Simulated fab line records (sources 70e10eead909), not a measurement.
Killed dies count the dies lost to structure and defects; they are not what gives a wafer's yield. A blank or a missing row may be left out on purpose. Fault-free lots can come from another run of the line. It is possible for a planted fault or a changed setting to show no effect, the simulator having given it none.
fab line records | flow nand-harc | part 1 of 2: steps 1 to 4 of 6
record: lots: 22 wafers: 66 last-day: 34
route steps=1302 shown A_CHANNEL_FILL_D2@627 A_STAIRCASE@705
lots untouched by any fault: they come from a run of this same line in which no faults occurred
start-h: hours from the record's first day to the start of the lot's first wafer shown | wait-h: how many hours have passed since the lot's step before this one | " as in the row above | L1.1+2: a single row standing in for several wafers | - value missing, or start not given | * or withheld: withheld | < > ~ a bound
route shown NAME@n: a module of which the file shows steps, and the number in the route of the first | usual: mean and standard deviation over wafers with no fault | same: alike in all rows | chamber/n: place in a boat | sites: each site's reading | _std_site: the values' standard deviation | _edge_site: outer sites' mean less inner sites' | radius-mm: how far each site lies from the wafer's centre | mask NAME#n: copy n | behind: tool/chamber where the wafer was last shaped | hold: reason for holding the lot/hours on hold/outcome of the hold | device: transistor that didn't switch, given as n, p or np | end of line: tests of these same wafers at the route's end | where a step has no rows: the recipe by itself | killed: not the wafer's yield, but the dies lost to structure and defects at the first sort | map: dies across one wafer; x = killed, . = not, _ = none there
set.NAME: setting as actually run; set.NAME@STEP: the setting as run at that earlier step | model.NAME: the simulator's own value behind a step, which no gauge read
steps of the route over a sample of lots; a table a step, a row a wafer
services: a tool's chamber out of use, with start hour (start-h, from the record's first day; less than 0 if before it), hours out, and reason
== steps ==
step: NHARC_A_CHANNEL_FILL_D2_ALD_25
recipe: target-thk-a: 600 pulse-time-s: 10 ald-cycles: 600 temp-c: 300 material: SiOx
usual: heater-power-w: 469/74 precursor-pulse-height-rel: 0.995/0.018
columns lot.wafer tool chamber start-h wait-h heater-power-w precursor-pulse-height-rel
L075.2 ald-hk-01 3 336.63 0.1 534 0.982
L075.3 " 2 338.51 1.9 386 0.973
L075.6 " 3 " " 544 0.994
L074.4 ald-hk-04 0 336.63 0.1 487 1.009
L074.2 " 3 338.49 1.9 499 0.995
L074.5 " 0 " " 499 1.013
L076.2 ald-hk-04 2 359.63 0.7 394 0.987
L076.3 " 3 " " 479 0.984
L076.1 " 0 " " 495 0.958
L078.2 ald-hk-02 0 371.30 0.1 412 1.017
L078.4 " 3 373.16 1.9 477 0.999
L078.6 " 0 " " 418 1.030
L079.1 ald-hk-02 1 392.54 0.1 437 0.985
L079.2 " 3 393.78 1.3 491 0.984
L079.4 " 0 " " 420 0.986
L080.2 ald-hk-01 3 392.59 0.1 567 1.002
L080.1 " 1 393.83 1.3 577 0.983
L080.6 " 3 395.07 2.5 551 0.962
L081.3 ald-hk-04 2 405.27 0.1 385 1.005
L081.4 " 3 " " 489 0.980
L081.1 " 1 407.07 1.9 446 0.979
L082.4 ald-hk-01 2 413.80 0.7 387 0.977
L082.6 " 1 415.65 2.5 576 0.996
L082.5 " 2 " " 385 1.020
L083.3 ald-hk-04 1 427.10 1.3 453 0.967
L083.6 " 3 428.34 2.5 508 1.022
L083.5 " 0 " " 495 0.973
L085.4 ald-hk-02 3 438.99 0.0 489 0.977
L085.3 " 1 440.21 1.3 435 0.968
L085.5 " 3 441.43 2.5 484 1.014
L084.2 ald-hk-01 0 441.48 2.5 389 0.991
L084.6 " 2 442.72 3.8 386 0.995
L084.5 " 3 " " 543 0.987
L087.1 ald-hk-04 3 489.21 0.7 474 1.018
L087.3 " 1 490.43 1.9 433 0.990
L087.5 " 3 491.65 3.1 484 1.014
L089.2 ald-hk-01 3 491.79 0.1 566 0.985
L089.3 " 0 " " 371 1.011
L089.4 " 2 493.63 1.9 415 0.963
L088.4 ald-hk-02 3 492.38 0.7 499 1.000
L088.1 " 0 " " 414 0.974
L088.3 " 1 " " 438 0.987
L090.1 ald-hk-04 1 504.49 0.8 426 1.011
L090.2 " 0 508.23 4.6 470 1.003
L090.6 " 1 509.48 5.8 425 0.979
L091.4 ald-hk-01 3 510.45 0.7 569 1.003
L091.2 " 1 511.67 1.9 584 0.999
L091.5 " 2 " " 419 0.988
L092.2 ald-hk-04 3 524.24 0.7 488 1.014
L092.4 " 0 " " 479 0.983
L092.1 " 1 " " 415 1.006
L093.3 ald-hk-02 0 528.49 0.7 425 1.001
L093.4 " 2 529.74 1.9 617 0.965
L093.5 " 3 " " 489 0.996
L094.1 ald-hk-04 0 534.08 0.1 477 0.996
L094.3 " 2 535.30 1.3 383 0.999
L094.4 " 3 " " 502 0.984
L096.2 ald-hk-02 2 554.60 0.7 628 0.995
L096.1 " 0 555.83 1.9 420 1.010
L096.5 " 2 557.07 3.1 608 0.986
L095.4 ald-hk-01 0 555.26 1.3 366 1.007
L095.5 " 3 559.08 5.1 554 1.025
L095.6 " 0 560.36 6.4 365 0.980
L097.4 ald-hk-04 2 580.19 0.1 380 1.004
L097.2 " 3 " " 490 0.986
L097.6 " 2 582.62 2.5 403 0.990
step: NHARC_A_CHANNEL_FILL_D2_STRIP_29
recipe: time-s: 20 o2-flow-sccm: 500 ar-flow-sccm: 0 bias-w: 0 chemistry: O2
usual: drypump-motor-current-A: 5.7/0.49 oes-product-au: 0.999/0.013 rf-vpp-V: 57.8/0.91 showerhead-plenum-p-Torr: 3.50/0.15 throttle-valve-pct: 17.037/0.0091
columns lot.wafer tool chamber start-h wait-h drypump-motor-current-A oes-product-au rf-hours-counter-h rf-vpp-V showerhead-plenum-p-Torr throttle-valve-pct
L074.4 rie-diel-11 3 - - 5.9 1.014 3 57.4 3.50 17.032
L074.2 " 1 " " 5.1 1.010 3 56.6 3.47 17.025
L074.5 " 2 " " 6.6 1.006 - 57.8 3.52 17.021
L075.2 rie-diel-02 1 342.42 0.2 5.3 0.993 23 57.3 3.33 17.042
L075.3 " 3 " " 6.1 0.984 22 56.7 3.27 17.041
L075.6 " 0 " " 5.2 0.993 - 58.0 3.51 17.036
L076.1 rie-diel-11 1 - - 5.1 0.982 3 57.3 3.47 17.022
L076.3 " 3 " " 5.9 1.018 4 57.7 3.50 17.032
L076.2 " 0 " " 5.4 0.999 4 56.8 3.74 17.033
L078.4 rie-diel-04 2 - - 5.8 0.995 0 57.2 3.46 17.040
L078.2 " 3 " " 5.1 0.999 0 57.0 3.32 17.022
L078.6 " 3 " " 5.1 0.997 - 57.5 3.32 17.050
L079.1 rie-diel-11 1 398.29 0.1 5.2 0.983 4 57.8 3.47 17.053
L079.2 " 3 " " 5.9 1.003 5 58.2 3.50 17.051
L079.4 " 1 " " 5.1 0.974 - 58.2 3.47 17.033
L080.2 rie-diel-04 0 - - 6.5 1.017 1 58.4 3.78 17.034
L080.1 " 1 " " 5.8 0.996 1 56.7 3.42 17.035
L080.6 " 3 " " 5.1 0.998 - 57.7 3.32 17.041
L081.4 rie-diel-02 1 - - 5.3 1.000 2 55.8 3.32 17.028
L081.1 " 2 " " 5.8 1.004 1 57.4 3.45 17.037
L081.3 " 3 " " 6.1 0.994 1 58.0 3.81 17.021
L082.5 rie-diel-11 1 418.94 0.1 5.2 0.980 - 57.9 3.47 17.037
L082.4 " 2 " " 6.6 1.003 - 58.2 3.52 17.033
L082.6 " 0 " " 5.4 0.997 - 58.9 3.74 17.031
L083.3 rie-diel-04 1 - - 5.8 0.994 2 57.6 3.42 17.038
L083.5 " 2 " " 5.8 0.989 - 58.1 3.46 17.044
L083.6 " 3 " " 5.1 0.992 - 57.8 3.32 17.036
L085.4 rie-diel-02 1 - - 5.3 0.980 5 58.3 3.32 17.058
L085.3 " 0 " " 5.2 0.999 5 57.0 3.50 17.020
L085.5 " 1 " " 5.3 0.978 - 55.8 3.32 17.030
L084.2 rie-diel-04 0 - - 6.5 1.015 2 58.2 3.78 17.032
L084.6 " 3 " " 5.1 0.991 - 56.7 3.32 17.020
L084.5 " 0 " " 6.5 1.020 - 59.0 3.78 17.040
L087.1 rie-diel-04 0 - - 6.5 1.011 4 58.3 3.77 17.025
L087.3 " 3 " " 5.1 1.005 4 57.4 3.32 17.027
L087.5 " 0 " " 6.5 1.011 - 59.0 3.77 17.026
L088.1 rie-diel-11 0 - - 5.4 0.972 2 58.5 3.74 17.039
L088.3 " 2 " " 6.6 1.008 2 58.7 3.52 17.032
L088.4 " 3 " " 5.9 1.032 2 59.8 3.50 17.029
L089.3 rie-diel-02 0 - - 5.2 0.995 14 58.3 3.50 17.030
L089.2 " 1 " " 5.3 0.992 14 57.6 3.32 17.059
L089.4 " 3 " " 6.1 1.000 12 58.7 3.80 17.045
L090.1 rie-diel-04 2 - - 5.8 1.000 4 57.2 3.46 17.036
L090.2 " 3 " " 5.1 0.991 5 57.5 3.32 17.042
L090.6 " 0 " " 6.5 1.025 - 58.0 3.77 17.047
L091.2 rie-diel-11 2 - - 6.6 1.010 3 58.1 3.52 17.040
L091.4 " 3 " " 5.9 1.036 3 56.9 3.50 17.043
L091.5 " 1 " " 5.1 0.987 - 57.9 3.46 17.052
L092.4 rie-diel-02 0 - - 5.2 1.008 19 56.3 3.49 17.042
L092.2 " 2 " " 5.8 1.010 20 57.6 3.44 17.038
L092.1 " 3 " " 6.1 0.991 18 59.5 3.80 17.045
L093.4 rie-diel-11 2 - - 6.6 1.014 3 57.8 3.52 17.044
L093.3 " 0 " " 5.4 0.982 3 58.8 3.74 17.024
L093.5 " 3 " " 5.9 1.024 - 58.6 3.50 17.031
L094.3 rie-diel-11 1 - - 5.1 1.004 2 57.1 3.46 17.041
L094.1 " 3 " " 5.9 1.030 3 57.8 3.50 17.032
L094.4 " 0 " " 5.4 0.998 3 58.3 3.74 17.037
L096.2 rie-diel-11 3 - - 5.9 1.014 4 58.2 3.50 17.049
L096.1 " 2 " " 6.6 1.002 4 58.4 3.52 17.056
L096.5 " 3 " " 5.9 1.000 - 58.9 3.50 17.040
L095.4 rie-diel-02 3 - - 6.1 0.996 25 57.8 3.79 17.017
L095.6 " 2 " " 5.8 1.012 - 56.2 3.43 17.030
L095.5 " 3 " " 6.1 1.005 - 58.4 3.79 17.039
L097.4 rie-diel-04 3 - - 5.1 1.008 1 56.0 3.32 17.034
L097.2 " 0 " " 6.5 0.998 2 57.6 3.77 17.043
L097.6 " 3 " " 5.1 1.013 - 55.6 3.32 17.040
step: NHARC_A_STAIRCASE_TRIM_191
recipe: time-s: 211.2 o2-flow-sccm: 500 ar-flow-sccm: 0 bias-w: 0 chemistry: O2
usual: drypump-motor-current-A: 5.7/0.5 oes-product-au: 1.003/0.015 rf-vpp-V: 57.8/0.82 showerhead-plenum-p-Torr: 3.54/0.15 throttle-valve-pct: 17.037/0.0093
columns lot.wafer tool chamber start-h wait-h drypump-motor-current-A oes-product-au rf-hours-counter-h rf-vpp-V showerhead-plenum-p-Torr throttle-valve-pct
L074.2 rie-diel-05 1 - - 5.3 1.016 43 57.2 3.39 17.044
L074.5 " 1 " " 5.3 1.016 - 56.7 3.39 17.050
L074.4 " 0 " " 5.4 1.003 - 58.2 3.59 17.038
L075.2 rie-diel-09 2 - - 6.1 0.966 9 57.4 3.77 17.043
L075.3 " 1 " " 6.3 0.996 10 56.3 3.74 17.046
L075.6 " 2 " " 6.1 0.971 - 59.5 3.77 17.034
L076.3 rie-diel-05 2 - - 6.7 0.985 53 58.3 3.48 17.049
L076.2 " 3 " " 5.3 0.976 47 58.4 3.39 17.015
L076.1 " 0 " " 5.4 0.997 49 57.0 3.59 17.039
L078.4 rie-diel-09 1 - - 6.2 1.008 25 57.8 3.73 17.031
L078.2 " 3 " " 5.8 0.996 18 56.3 3.56 17.045
L078.6 " 2 " " 6.1 0.980 - 59.5 3.76 17.027
L079.2 rie-diel-12 2 - - 5.6 1.020 44 57.5 3.60 17.031
L079.4 " 3 " " 5.1 1.028 36 58.5 3.36 17.038
L079.1 " 1 " " 5.1 1.025 48 59.4 3.78 17.038
L080.1 rie-diel-09 3 - - 5.8 1.006 28 57.1 3.56 17.051
L080.2 " 0 " " 6.0 1.001 27 58.0 3.37 17.036
L080.6 " 1 " " 6.2 1.016 - 56.7 3.72 17.020
L081.4 rie-diel-05 1 - - 5.3 0.995 6 58.0 3.38 17.039
L081.1 " 3 " " 5.3 0.984 6 57.6 3.39 17.022
L081.3 " 0 " " 5.4 1.012 6 57.7 3.58 17.044
L082.4 rie-diel-12 0 - - 6.0 0.993 53 58.5 3.72 17.045
L082.6 " 2 " " 5.6 1.011 - 58.1 3.59 17.046
L082.5 " 3 " " 5.1 1.015 - 57.7 3.35 17.035
L083.3 rie-diel-12 0 - - 6.1 1.001 57 56.2 3.72 17.039
L083.5 " 3 " " 5.1 1.016 - 57.5 3.35 17.036
L083.6 " 0 " " 6.0 0.997 - 58.8 3.72 17.024
L085.4 rie-diel-05 3 - - 5.3 0.994 18 56.3 3.38 17.028
L085.3 " 1 " " 5.3 0.992 19 56.6 3.37 17.048
L085.5 " 3 " " 5.3 1.002 - 58.4 3.38 17.024
L084.2 rie-diel-05 3 - - 5.3 0.989 18 58.0 3.38 17.046
L084.5 " 1 " " 5.3 0.984 - 56.6 3.37 17.023
L084.6 " 2 " " 6.7 1.012 - 57.4 3.47 17.050
L087.3 rie-diel-09 0 - - 6.0 1.015 2 58.4 3.35 17.032
L087.1 " 1 " " 6.2 0.992 2 57.7 3.71 17.050
L087.5 " 0 " " 6.0 0.998 - 57.4 3.35 17.030
L089.4 rie-diel-05 1 - - 5.3 0.983 37 57.4 3.36 17.040
L089.2 " 2 " " 6.8 1.004 27 57.4 3.47 17.047
L089.3 " 0 " " 5.4 1.002 36 58.1 3.56 17.039
L088.1 rie-diel-09 3 - - 5.8 0.981 3 57.3 3.54 17.045
L088.4 " 0 " " 6.0 1.007 3 58.8 3.35 17.038
L088.3 " 1 " " 6.2 0.999 3 58.5 3.71 17.046
L090.2 rie-diel-12 2 - - 5.7 1.005 21 56.8 3.58 17.048
L090.1 " 1 " " 5.2 1.017 20 57.5 3.76 17.043
L090.6 " 2 " " 5.7 1.005 - 58.5 3.58 17.045
L091.2 rie-diel-09 3 - - 5.8 0.989 10 58.9 3.53 17.030
L091.4 " 0 " " 6.0 1.009 9 58.4 3.35 17.030
L091.5 " 2 " " 6.1 0.999 - 58.4 3.74 17.040
L092.2 rie-diel-12 1 - - 5.2 1.014 25 59.2 3.76 17.032
L092.1 " 2 " " 5.7 1.007 25 57.4 3.58 17.018
L092.4 " 1 " " 5.2 1.034 - 58.3 3.76 17.027
L093.4 rie-diel-05 0 - - 5.4 1.022 48 58.2 3.56 17.044
L093.3 " 2 " " 6.8 1.008 37 58.6 3.46 17.034
L093.5 " 1 " " 5.3 0.980 - 58.0 3.36 17.036
L094.1 rie-diel-09 3 - - 5.8 0.984 20 58.2 3.53 17.042
L094.4 " 1 " " 6.2 0.978 24 57.6 3.69 17.040
L094.3 " 2 " " 6.1 1.009 22 59.4 3.73 17.042
L096.1 rie-diel-12 1 - - 5.2 1.017 33 58.9 3.75 17.043
L096.2 " 3 " " 5.1 1.010 36 59.1 3.33 17.034
L096.5 " 2 " " 5.7 1.001 - 57.5 3.57 17.049
L095.4 rie-diel-05 3 - - 5.3 1.002 53 56.5 3.36 17.044
L095.6 " 1 " " 5.3 0.987 - 56.2 3.35 17.037
L095.5 " 2 " " 6.8 1.012 - 58.1 3.45 17.032
L097.4 rie-diel-09 0 - - 6.0 1.022 38 56.9 3.33 17.036
L097.2 " 2 " " 6.1 0.992 38 56.9 3.72 17.022
L097.6 " 3 " " 5.8 0.987 - 57.9 3.52 17.046
step: NHARC_A_STAIRCASE_TRIM_200
recipe: time-s: 211.2 o2-flow-sccm: 500 ar-flow-sccm: 0 bias-w: 0 chemistry: O2
usual: drypump-motor-current-A: 5.7/0.5 oes-product-au: 1.006/0.012 rf-vpp-V: 57.9/0.84 showerhead-plenum-p-Torr: 3.54/0.16 throttle-valve-pct: 17.036/0.0094
columns lot.wafer tool chamber start-h wait-h drypump-motor-current-A oes-product-au rf-hours-counter-h rf-vpp-V showerhead-plenum-p-Torr throttle-valve-pct
L074.2 rie-diel-05 1 - - 5.3 1.010 44 57.9 3.39 17.040
L074.4 " 0 " " 5.4 1.008 - 57.7 3.59 17.047
L074.5 " 2 " " 6.7 1.003 - 58.5 3.49 17.030
L075.3 rie-diel-09 1 - - 6.3 1.004 10 56.7 3.74 17.030
L075.2 " 2 " " 6.1 0.994 10 58.7 3.77 17.050
L075.6 " 3 " " 5.8 1.005 - 57.3 3.57 17.021
L076.2 rie-diel-05 2 - - 6.7 1.012 54 57.3 3.48 17.057
L076.1 " 3 " " 5.3 0.990 48 57.2 3.39 17.033
L076.3 " 0 " " 5.4 1.007 51 58.6 3.59 17.059
L078.2 rie-diel-09 3 - - 5.8 1.010 18 57.1 3.56 17.029
L078.4 " 1 " " 6.2 1.010 25 59.4 3.73 17.035
L078.6 " 0 " " 6.0 1.005 - 57.9 3.37 17.051
L079.2 rie-diel-12 0 - - 6.1 1.002 47 58.3 3.72 17.034
L079.1 " 1 " " 5.2 1.018 48 58.1 3.78 17.040
L079.4 " 2 " " 5.7 1.023 45 57.4 3.60 17.031
L080.2 rie-diel-12 0 - - 6.1 0.990 47 58.2 3.72 17.036
L080.1 " 2 " " 5.6 1.013 45 57.1 3.60 17.029
L080.6 " 0 " " 6.0 0.997 - 57.6 3.72 17.032
L081.1 rie-diel-09 0 - - 6.0 1.009 33 58.2 3.37 17.026
L081.3 " 1 " " 6.2 1.016 36 58.2 3.72 17.052
L081.4 " 3 " " 5.8 1.003 34 58.2 3.55 17.035
L082.4 rie-diel-12 1 - - 5.2 1.008 55 56.6 3.78 17.021
L082.6 " 1 " " 5.2 1.021 - 57.1 3.78 17.031
L082.5 " 2 " " 5.7 1.018 - 58.1 3.59 17.036
L083.3 rie-diel-05 1 - - 5.3 0.989 12 57.6 3.38 17.026
L083.5 " 2 " " 6.7 1.019 - 58.3 3.48 17.028
L083.6 " 3 " " 5.3 0.998 - 58.4 3.38 17.033
L085.3 rie-diel-05 3 - - 5.3 0.993 19 56.7 3.38 17.028
L085.4 " 0 " " 5.4 1.024 20 58.4 3.57 17.028
L085.5 " 2 " " 6.8 1.015 - 58.3 3.47 17.025
L084.2 rie-diel-05 0 - - 5.4 1.027 20 56.7 3.57 17.022
L084.6 " 2 " " 6.8 1.010 - 58.4 3.47 17.042
L084.5 " 3 " " 5.3 0.992 - 58.0 3.38 17.031
L087.3 rie-diel-09 3 - - 5.8 0.996 3 58.1 3.54 17.037
L087.1 " 0 " " 6.0 1.015 3 56.5 3.35 17.035
L087.5 " 3 " " 5.8 0.990 - 57.9 3.54 17.042
L089.3 rie-diel-05 0 - - 5.4 1.013 37 58.2 3.56 17.047
L089.4 " 1 " " 5.3 0.982 37 56.9 3.36 17.032
L089.2 " 2 " " 6.8 1.014 27 56.4 3.47 17.035
L088.1 rie-diel-09 0 - - 6.0 1.005 3 58.1 3.35 17.031
L088.4 " 1 " " 6.2 1.003 3 57.4 3.71 17.035
L088.3 " 2 " " 6.1 1.000 4 59.3 3.74 17.033
L090.1 rie-diel-12 0 - - 6.1 1.015 20 58.8 3.71 17.040
L090.2 " 2 " " 5.7 1.000 22 57.6 3.58 17.031
L090.6 " 3 " " 5.1 1.004 - 58.8 3.34 17.028
L091.4 rie-diel-09 0 - - 6.0 1.018 10 58.4 3.35 17.045
L091.2 " 2 " " 6.1 0.989 11 57.9 3.74 17.054
L091.5 " 0 " " 6.0 1.017 - 58.4 3.35 17.049
L092.2 rie-diel-09 0 - - 6.0 1.013 18 58.0 3.34 17.041
L092.1 " 1 " " 6.2 0.989 21 57.9 3.70 17.052
L092.4 " 3 " " 5.8 0.993 16 58.4 3.53 17.041
L093.3 rie-diel-12 2 - - 5.6 1.016 27 57.9 3.57 17.028
L093.5 " 2 " " 5.7 1.009 - 57.7 3.57 17.018
L093.4 " 3 " " 5.1 1.008 - 58.4 3.34 17.025
L094.1 rie-diel-12 2 - - 5.6 1.012 30 58.8 3.57 17.038
L094.3 " 3 " " 5.1 1.011 32 58.4 3.34 17.043
L094.4 " 1 " " 5.2 1.020 - 59.7 3.76 17.016
L096.1 rie-diel-12 0 - - 6.1 1.021 28 59.3 3.70 17.036
L096.2 " 3 " " 5.1 1.012 36 57.0 3.33 17.027
L096.5 " 0 " " 6.1 0.999 - 59.0 3.70 17.037
L095.4 rie-diel-05 0 - - 5.4 1.003 60 57.5 3.55 17.034
L095.5 " 0 " " 5.4 0.998 - 56.9 3.55 17.023
L095.6 " 1 " " 5.3 0.998 - 56.3 3.35 17.029
L097.2 rie-diel-05 1 - - 5.3 0.995 1 58.6 3.35 17.031
L097.6 " 1 " " 5.3 1.011 - 57.0 3.35 17.034
L097.4 " 2 " " 6.7 1.000 - 57.5 3.45 17.027
